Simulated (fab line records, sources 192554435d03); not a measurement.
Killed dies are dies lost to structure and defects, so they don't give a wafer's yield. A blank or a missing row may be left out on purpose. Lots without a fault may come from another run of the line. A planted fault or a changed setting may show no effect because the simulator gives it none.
fab line records | flow n5_finfet
record lots=5 wafers=15 last_day=16
route steps=1938 shown PASSIVATION@1918
lots that met no fault: from a run of the same line without faults
start_h: hours from the record's first day to the start of the lot's first wafer shown | wait_h: hours since the lot's step before | " the same as in the row above | L1.1+2: a row that stands for several wafers | - no value, or no start given | * or withheld: withheld | < > ~ a bound
route shown NAME@n: a module of which the file shows steps, and the number in the route of the first | usual: mean/standard deviation of fault-free wafers | same: alike in all rows | chamber/n: place in a boat | sites: the reading at each site | _std_site: their standard deviation | _edge_site: outer sites' mean less inner sites' | radius_mm: how far each site lies from the wafer's centre | mask NAME#n: copy n | behind: the tool/chamber that last shaped the wafer | hold: why the lot was held/for how many hours/how that ended | device: the transistor (n, p or np) that didn't switch | end of line: the same wafers' tests at the end of the route | a step without rows: its recipe alone | killed: dies lost to structure and defects at the first sort, not the wafer's yield | map: a wafer's dies, x killed, . not, _ none there
set.NAME: the setting as run; set.NAME@STEP: as run at that earlier step | model.NAME: the simulator's own value behind a step, which no gauge read
lots at some steps of the route; a table a step, a row a wafer
services: from which hour (start_h, from the record's first day; less than 0 if before it) a tool's chamber was out of use, for how many hours, and why
## steps
# step N5_PASSIVATION_COAT_38
# recipe spin_rpm=3000 resist_thk_nm=withheld
# step N5_PASSIVATION_EBR_40
# recipe solvent=PGMEA ebr_width_mm=1.5
# step N5_PASSIVATION_SOFTBAKE_39
# recipe temp_c=110 time_s=120
# step N5_PASSIVATION_EXPOSE_41
# recipe mask_id=PASS_OPEN na=0.55 defocus_nm=0 source_shape=conventional sigma_outer=0.8 polarization=unpolarized target_cd_nm=40000 dose_mj=57.25
# step N5_PASSIVATION_PEB_42
# recipe peb_temp_c=withheld peb_time_s=*
# step N5_PASSIVATION_DEVELOP_43
# recipe develop_time_s=60 rinse_liquid=diw dry=air_spin dev_temp_c=21
# step N5_PASSIVATION_HARDBAKE_45
# recipe temp_c=130 time_s=120
# step N5_PASSIVATION_CD_MEAS_44
# recipe target_cd_nm=40000 landing_energy_ev=500 detector=se_inlens
# usual cd_nm=39997/5.2
# columns lot.wafer tool chamber start_h wait_h cd_nm
L468.1 cd_sem-01 0 298.09 - 40000
L468.2 " 0 " " 39996
L468.3 " 0 " " 39997
L471.2 cd_sem-03 0 301.52 - 39999
L471.3 " 0 " " 40000
L471.6 " 0 " " 39996
L474.3 cd_sem-01 0 327.75 - 39989
L474.5 " 0 " " 39993
L474.6 " 0 " " 39987
L480.1 cd_sem-03 0 369.12 - 39985
L480.4 " 0 " " 39995
L480.6 " 0 " " 39989
L485.1 cd_sem-02 0 386.92 - 39993
L485.3 " 0 " " 39996
L485.6 " 0 " " 39994
# step N5_PASSIVATION_OVL_MEAS_66
# recipe points_per_wafer=44
# usual PASS_OPEN_OVL=2/5.1
# columns lot.wafer tool chamber start_h wait_h PASS_OPEN_OVL[nm]
L468.1 overlay-01 0 298.12 0.0 -6
L468.2 " 0 " " -2
L468.3 " 0 " " -2
L471.2 overlay-02 0 301.54 0.0 -1
L471.3 " 0 " " -4
L471.6 " 0 " " -1
L474.3 overlay-01 0 327.78 0.0 -3
L474.5 " 0 " " 2
L474.6 " 0 " " 1
L480.1 overlay-02 0 369.15 0.0 1
L480.4 " 0 " " 2
L480.6 " 0 " " 13
L485.1 overlay-02 0 386.95 0.0 0
L485.3 " 0 " " -2
L485.6 " 0 " " -3
# step N5_PASSIVATION_INSPECT_67
# recipe mode=adi inspect_instrument=macro
# usual raw_defect_count=2.3/1.4
# columns lot.wafer tool chamber start_h wait_h raw_defect_count
L468.1 defect_inspect-02 - 298.14 0.0 0
L468.2 " - " " 3
L468.3 " - " " 1
L471.2 defect_inspect-01 - 301.57 0.0 1
L471.3 " - " " 2
L471.6 " - " " 3
L474.3 defect_inspect-01 - 327.80 0.0 1
L474.5 " - " " 5
L474.6 " - " " 2
L480.1 defect_inspect-01 - 369.18 0.0 3
L480.4 " - " " 0
L480.6 " - " " 0
L485.1 defect_inspect-02 - 386.97 0.0 4
L485.3 " - " " 3
L485.6 " - " " 2
# step N5_PASSIVATION_DESCUM_46
# recipe chemistry=O2 time_s=7.9 source_power_w=50 bias_power_w=20 pressure_mtorr=20 rf_frequency_hz=2.712e+07 temp_c=40 o2_flow_sccm=225
# usual drypump_motor_current_A=5.5/0.5 oes_product_au=0.84/0.069 rf_vpp_V=242.9/1.2 showerhead_plenum_p_Torr=2.08/0.05 throttle_valve_pct=20.48/0.15
# columns lot.wafer tool chamber start_h wait_h drypump_motor_current_A oes_product_au rf_hours_counter_h rf_vpp_V showerhead_plenum_p_Torr throttle_valve_pct
L468.1 rie_diel-05 1 298.24 0.1 5.1 0.80 79 242.8 2.11 20.35
L468.2 " 3 " " 6.1 0.66 243 242.6 2.07 20.77
L468.3 " 2 " " 4.8 0.71 204 240.1 2.01 20.72
L471.2 rie_diel-03 1 301.60 0.0 5.9 0.86 56 241.1 2.04 20.45
L471.3 " 2 " " 5.8 0.82 88 245.2 2.14 20.49
L471.6 " 1 " " 5.8 0.86 - 240.8 2.04 20.44
L474.3 rie_diel-06 0 328.13 0.3 5.2 0.81 91 244.6 2.11 20.14
L474.5 " 1 " " 5.9 0.90 - 241.4 2.04 20.50
L474.6 " 2 " " 4.7 0.86 - 242.7 2.06 20.61
L480.1 rie_diel-03 0 369.21 0.0 6.3 0.86 72 242.1 2.03 20.50
L480.4 " 3 " " 5.5 0.84 54 243.4 2.13 20.53
L480.6 " 1 " " 5.9 0.82 - 242.1 2.03 20.50
L485.1 rie_diel-05 2 387.01 0.0 4.8 0.68 236 240.7 2.00 20.76
L485.3 " 1 " " 5.0 0.77 111 244.8 2.10 20.40
L485.6 " 0 " " 5.8 0.79 - 243.1 2.00 20.45
# step N5_PASSIVATION_PASS_ETCH_47
# recipe chemistry=CF4/O2 target=SiNx target_depth_a=7700 time_s=385 ion_energy_ev=100 pressure_mtorr=40 source_w=535 bias_w=49 Ar_flow_sccm=100 cf4_flow_sccm=100 O2_flow_sccm=10
# usual bias_w=49.03/0.15 drypump_motor_current_A=5.5/0.5 oes_product_au=0.84/0.065 rf_vpp_V=240/5.8 showerhead_plenum_p_Torr=2.19/0.046 throttle_valve_pct=15.84/0.16
# columns lot.wafer tool chamber start_h wait_h bias_w drypump_motor_current_A oes_product_au rf_hours_counter_h rf_vpp_V showerhead_plenum_p_Torr throttle_valve_pct
L468.1 rie_diel-05 1 298.28 0.0 48.99 5.1 0.80 79 249 2.22 15.71
L468.2 " 3 " " 49.12 6.1 0.67 243 239 2.17 16.17
L468.3 " 2 " " 48.88 4.8 0.71 204 228 2.10 16.05
L471.2 rie_diel-03 1 301.64 0.0 49.04 5.9 0.85 56 242 2.13 15.72
L471.3 " 2 " " 49.07 5.8 0.84 88 246 2.22 15.62
L471.6 " 1 " " 48.99 5.9 0.85 - 239 2.13 15.73
L474.3 rie_diel-06 0 328.16 0.0 48.78 5.3 0.82 91 232 2.24 15.67
L474.5 " 1 " " 48.88 5.9 0.89 - 238 2.16 15.88
L474.6 " 2 " " 49.03 4.7 0.84 - 235 2.16 15.88
L480.1 rie_diel-03 0 369.24 0.0 49.08 6.3 0.83 72 246 2.17 16.06
L480.4 " 3 " " 48.90 5.5 0.84 54 245 2.23 15.83
L480.6 " 1 " " 48.97 5.9 0.82 - 241 2.12 15.79
L485.1 rie_diel-05 2 387.04 0.0 49.21 4.8 0.69 236 228 2.09 16.10
L485.3 " 1 " " 48.92 5.1 0.76 111 247 2.21 15.79
L485.6 " 0 " " 48.86 5.9 0.80 - 236 2.14 16.09
# step N5_PASSIVATION_ETCH_54
# recipe chemistry=CHF3/O2 target=SiO2 target_depth_a=8800 CHF3_flow_sccm=50 O2_flow_sccm=5 Ar_flow_sccm=200 time_s=440 mask_material=PR pressure_mtorr=30 source_w=650 bias_w=170 ion_energy_ev=200
# usual bias_w=170.0/0.54 drypump_motor_current_A=5.5/0.5 oes_product_au=0.84/0.066 rf_vpp_V=521/12 showerhead_plenum_p_Torr=2.39/0.053 throttle_valve_pct=18.79/0.16
# columns lot.wafer tool chamber start_h wait_h bias_w drypump_motor_current_A oes_product_au rf_hours_counter_h rf_vpp_V showerhead_plenum_p_Torr throttle_valve_pct model.etch.depth_nm model.PASSIVATION.feature_depth_nm
L468.1 rie_diel-05 1 298.51 0.1 170.2 5.1 0.80 79 540 2.42 18.64 859.3 859.4
L468.2 " 3 " " 170.8 6.1 0.69 243 519 2.37 19.06 824.9 824.8
L468.3 " 2 " " 169.3 4.8 0.71 204 497 2.29 18.95 880.9 880.8
L471.2 rie_diel-03 1 301.86 0.1 170.7 5.9 0.84 56 524 2.33 18.69 900.8 900.8
L471.3 " 2 " " 169.5 5.8 0.83 88 535 2.44 18.64 885.1 885.2
L471.6 " 1 " " 170.2 5.9 0.85 - 522 2.33 18.72 906.4 906.4
L474.3 rie_diel-06 0 328.39 0.1 169.0 5.2 0.82 91 505 2.45 18.59 907.8 907.8
L474.5 " 1 " " 169.6 5.9 0.90 - 517 2.37 18.92 864.3 864.4
L474.6 " 2 " " 169.9 4.7 0.85 - 510 2.34 18.74 893.4 893.4
L480.1 rie_diel-03 0 369.47 0.1 169.7 6.2 0.84 72 533 2.36 19.02 857.3 857.2
L480.4 " 3 " " 170.2 5.5 0.84 54 531 2.42 18.65 846.2 846.2
L480.6 " 1 " " 192.9 5.9 0.82 - 579 2.32 18.74 943.8 943.8
L485.1 rie_diel-05 2 387.27 0.1 171.1 4.8 0.69 236 496 2.28 19.01 882.5 882.4
L485.3 " 1 " " 169.4 5.1 0.77 112 539 2.41 18.69 865.2 865.2
L485.6 " 0 " " 169.3 5.9 0.79 - 517 2.33 18.99 894.9 894.8
# step N5_PASSIVATION_STRIP_48
# recipe chemistry=O2 power_w=600 temp_c=60 pressure_mtorr=30 rf_frequency_hz=6e+07 bias_power_w=0 overash_fraction=0.5 o2_flow_sccm=225
# usual drypump_motor_current_A=5.5/0.51 oes_product_au=0.83/0.07 rf_vpp_V=3.6/2.3 showerhead_plenum_p_Torr=2.08/0.049 throttle_valve_pct=16.67/0.15
# columns lot.wafer tool chamber start_h wait_h drypump_motor_current_A oes_product_au rf_hours_counter_h rf_vpp_V showerhead_plenum_p_Torr throttle_valve_pct
L468.1 rie_diel-05 1 298.80 0.1 5.1 0.78 79 5.3 2.12 16.55
L468.2 " 3 " " 6.1 0.69 244 0.3 2.08 17.08
L468.3 " 2 " " 4.8 0.70 204 1.4 2.01 16.95
L471.2 rie_diel-03 1 302.15 0.1 5.9 0.86 57 5.9 2.04 16.69
L471.3 " 2 " " 5.8 0.87 89 5.0 2.14 16.55
L471.6 " 1 " " 5.9 0.83 - 4.4 2.05 16.65
L474.3 rie_diel-06 0 328.68 0.1 5.3 0.82 91 8.4 2.11 16.38
L474.5 " 1 " " 5.9 0.89 - 2.6 2.05 16.70
L474.6 " 2 " " 4.7 0.83 - 5.6 2.06 16.82
L480.1 rie_diel-03 0 369.76 0.1 6.3 0.83 72 0.1 2.03 16.72
L480.4 " 3 " " 5.5 0.82 54 2.6 2.14 16.75
L480.6 " 1 " " 5.9 0.82 - 7.9 2.04 16.72
L485.1 rie_diel-05 2 387.56 0.1 4.8 0.70 236 4.2 2.00 17.07
L485.3 " 1 " " 5.1 0.78 112 5.5 2.11 16.63
L485.6 " 0 " " 5.9 0.77 - 1.1 2.01 16.73
## services
# columns tool chamber start_h hours kind
rie_diel-06 3 296.00 - clean
rie_diel-06 3 296.00 - consumable_replace:focus_ring
rie_diel-06 3 296.00 26.2 scheduled_down
rie_diel-06 3 296.00 26.2 vent_cycle
rie_diel-05 3 321.96 - clean
rie_diel-05 3 321.96 - consumable_replace:focus_ring
rie_diel-05 3 321.96 15.7 scheduled_down
rie_diel-05 3 321.96 15.7 vent_cycle
## key
first_sign step=N5_PASSIVATION_ETCH_54 reading=bias_w direction=up sigmas=43 usual=* struck=*
effect step=N5_PASSIVATION_ETCH_54 reading=rf_vpp_V direction=up sigmas=4.8 usual=521 struck=579
model_effect step=N5_PASSIVATION_ETCH_54 value=etch.depth_nm without=904.2 struck=943.8
met_at N5_PASSIVATION_ETCH_54
struck_wafers L480.6
onset_between 301.86 369.47
fault kind=process_parameter_drift tool=rie_diel-03 chamber=1 onset_h=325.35 steps=N5_PASSIVATION_ETCH_54 channel=bias_w offset=* shape=step end_h=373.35 acts_in=* stated=*
